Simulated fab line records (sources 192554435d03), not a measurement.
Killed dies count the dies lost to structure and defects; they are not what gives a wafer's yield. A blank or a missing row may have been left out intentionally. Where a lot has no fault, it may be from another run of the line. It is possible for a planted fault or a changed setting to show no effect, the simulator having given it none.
Code-filled problem report in 8D (eight disciplines) form | flow n5_finfet | the parts of the form that need people (team, actions taken, sign-off) are left out

## 1. PROBLEM STATEMENT
Mean of cd_nm at N5_SD_EPI_N_CD_MEAS_09: 115.6 nm across 6 wafers in 2 lots; on wafers with no fault it is 120.1 nm (standard deviation 0.73). Relative to the usual mean, that is a shift of -6.2 standard deviations.
The step: target cd 120 nm.
Earliest sighting: wafer L601.1 on cd_sem-01 at day 6 00:44. Wafers with a number at this step in the record: 27, from 9 lots. By rule, "out" or "out of limits" means more than 4 standard deviations away from the usual mean. All remaining wafers that have a number are taken as sound.

## 2. WHAT THIS IS AND IS NOT
question                    | is                     | is not
which readings at this step | cd_nm                  | -
which lots                  | L601, L604             | L589, L590, L592, L593, L595, L596, L611
which wafers of those lots  | all that have a number | -
read on which gauges        | cd_sem-01, cd_sem-02   | cd_sem-03
when                        | from day 6 00:44       | up to then (18 sound wafers); but 3 sound wafers of L611 came after

## 3. SUSPECTS, AND WHAT RULES EACH OUT
Counting: any tool at a process step up to the reading is kept as a suspect provided that every lot that is out went through it and no sound lot did after the first of them.
- the gauge at N5_SD_EPI_N_CD_MEAS_09 is ruled out. The wafers that are out were read on 2 gauges (cd_sem-01, cd_sem-02).
- rie_diel-02 at N5_DUMMY_GATE_ETCH_42 (etches SiO2 in CHF3/O2, target depth 3.5 nm, time 31 s): kept. It ran every lot that is out, first L601 (day 5 23:30), and no sound lot after that; its last sound lot up to then is L593 (day 3 22:58).
- ald_sin-04 at N5_SPACER0_ALD_00 (deposits SiOCN, target thk 3.5 nm, pulse time 3 s, purge time 2 s): kept. It ran every lot that is out, first L601 (day 5 23:56), and no sound lot after that; its last sound lot up to then is L593 (day 3 23:23).
- litho_track-03 at N5_SD_EPI_N_PEB_07 (peb time 60 s): kept. It ran every lot that is out, first L601 (day 6 00:40), and no sound lot after that; its last sound lot up to then is L592 (day 3 22:11). On those wafers its own readings are out: plate_temp_C.
After the count, these remain: rie_diel-02 at N5_DUMMY_GATE_ETCH_42, ald_sin-04 at N5_SPACER0_ALD_00 and litho_track-03 at N5_SD_EPI_N_PEB_07.

## 4. THE CAUSE (what the simulator had put in)
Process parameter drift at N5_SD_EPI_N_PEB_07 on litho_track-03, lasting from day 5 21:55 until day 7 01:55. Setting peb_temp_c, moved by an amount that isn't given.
This tool is one of the 3 suspects left after counting.

## 5. THE EFFECT CHAIN, in route order
Rows list readings where the struck wafers' mean (over those with a number) sits beyond 3 standard deviations from the usual. Only readings whose record carries a usual standard deviation are examined. hours: median over the lots of the time between each lot's start at the first step of this table that gives one and its start at this step. sigmas: the change, counted in usual standard deviations.
hours | step                   | reading      | usual    | on struck wafers | change | sigmas
0     | N5_SD_EPI_N_PEB_07     | plate_temp_C | 109.98 C | 108.28           | -1.70  | -15
0     | N5_SD_EPI_N_CD_MEAS_09 | cd_nm        | 120.1 nm | 115.6            | -4.5   | -6.2
Here are the process steps it includes:
- N5_SD_EPI_N_PEB_07: peb time 60 s.
Later steps that measure or inspect, where all struck wafers having a row at the step show a number for every such reading and not one has moved that far: N5_BEOL_M4_RC_MEAS_101.

## 6. WHAT WOULD HAVE CAUGHT IT SOONER
The first out-of-limits reading at a measuring or inspecting step in this record came at day 6 00:44, 3 hours after the fault's start at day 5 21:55.
At N5_SD_EPI_N_PEB_07, the tool's own readings (plate_temp_C) were out on each struck wafer the step has a row for, so an alarm limit on them would have fired on the first such wafer.
L604, from the lots that are out (2), started N5_SD_EPI_N_PEB_07 on litho_track-03 later than day 6 00:44. A hold on the tool at that time would have spared it.
